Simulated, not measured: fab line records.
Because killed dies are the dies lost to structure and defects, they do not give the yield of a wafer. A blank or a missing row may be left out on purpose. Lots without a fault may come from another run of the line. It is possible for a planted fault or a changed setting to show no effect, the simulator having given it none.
Chamber matching ; flow nand-harc ; NHARC_P_GATE_ETCH_32 on rie-si-02: 4 sister chambers
The step etches the open film in HBr/Cl2, target depth 150 nm, time 100.1 s. 22 wafers are shown with their chamber, then 11 later ones without.

EACH WAFER AND ITS CHAMBER
wafer;chamber;oes-product-au (a.u.);throttle-valve-pct (%);chamber-pressure-mTorr (mTorr)
L074.3;0;0.997;26.413;14.998
L074.5;0;0.999;26.412;15.015
L074.6;1;0.997;26.413;14.992
L075.1;3;0.990;26.411;15.006
L075.2;2;1.014;26.425;14.975
L075.5;2;1.006;26.403;15.024
L078.1;3;0.992;26.410;14.994
L078.5;3;0.996;26.400;15.011
L078.6;0;0.994;26.407;14.982
L079.1;0;0.996;26.401;14.994
L079.5;1;0.998;26.404;15.011
L079.6;2;1.006;26.405;14.992
L080.2;3;0.993;26.410;15.005
L080.3;1;0.997;26.394;15.007
L080.5;3;0.995;26.418;14.983
L083.1;0;0.999;26.392;15.002
L083.2;3;0.986;26.406;15.023
L083.3;1;0.989;26.407;15.006
L084.1;3;0.993;26.428;14.991
L084.2;0;0.998;26.402;14.991
L084.6;0;1.003;26.409;14.969
L086.1;3;0.987;26.404;15.008

SIGNATURES (means of the wafers above)
reading;chamber 0;chamber 1;chamber 2;chamber 3;scatter within a chamber
oes-product-au;0.99800;0.99525;1.00867;0.99150;0.0036
throttle-valve-pct;26.40514;26.40450;26.41100;26.41088;0.00865
chamber-pressure-mTorr;14.99300;15.00400;14.99700;15.00263;0.0146
Rule: for each reading, subtract the chamber's mean from the wafer's reading, divide by that reading's scatter and square the result; add these up over the readings and take the root, which gives the wafer's distance from the chamber. The wafer belongs to the nearest chamber; if the next one is less than 2 further off, it can't be placed. How the scatter is found: for the shown wafers, subtract from each reading the mean of its chamber, square and add these, divide the total by (wafers less chambers), then take the root.

WAFERS WHOSE CHAMBER IS MISSING
wafer;oes-product-au (a.u.);throttle-valve-pct (%);chamber-pressure-mTorr (mTorr)
L086.2;1.005;26.412;15.011
L086.5;1.004;26.391;14.981
L088.2;1.006;26.406;14.996
L088.3;1.004;26.403;14.989
L088.5;1.001;26.411;14.992
L093.1;0.999;26.413;14.999
L093.4;0.997;26.396;14.975
L093.6;0.980;26.415;14.972
L097.1;0.987;26.408;14.991
L097.2;0.991;26.396;15.010
L097.5;0.995;26.412;15.009

WHICH CHAMBER EACH WENT THROUGH
wafer;from the rows above;in truth
L086.2;can't be placed: 2 or 0 or 1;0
L086.5;can't be placed: 0 or 2 or 1 or 3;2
L088.2;can't be placed: 2 or 0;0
L088.3;can't be placed: 2 or 0 or 1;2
L088.5;can't be placed: 0 or 1 or 2 or 3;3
L093.1;can't be placed: 0 or 1 or 3 or 2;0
L093.4;can't be placed: 0 or 1 or 3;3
L093.6;can't be placed: 3 or 1 or 0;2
L097.1;can't be placed: 3 or 1 or 0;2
L097.2;can't be placed: 1 or 3 or 0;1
L097.5;can't be placed: 1 or 3 or 0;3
Correct placement for 0 of the 11. Cannot be placed on the basis of these rows: 11; the candidates contain the true chamber in 9. Wrongly placed: 0.
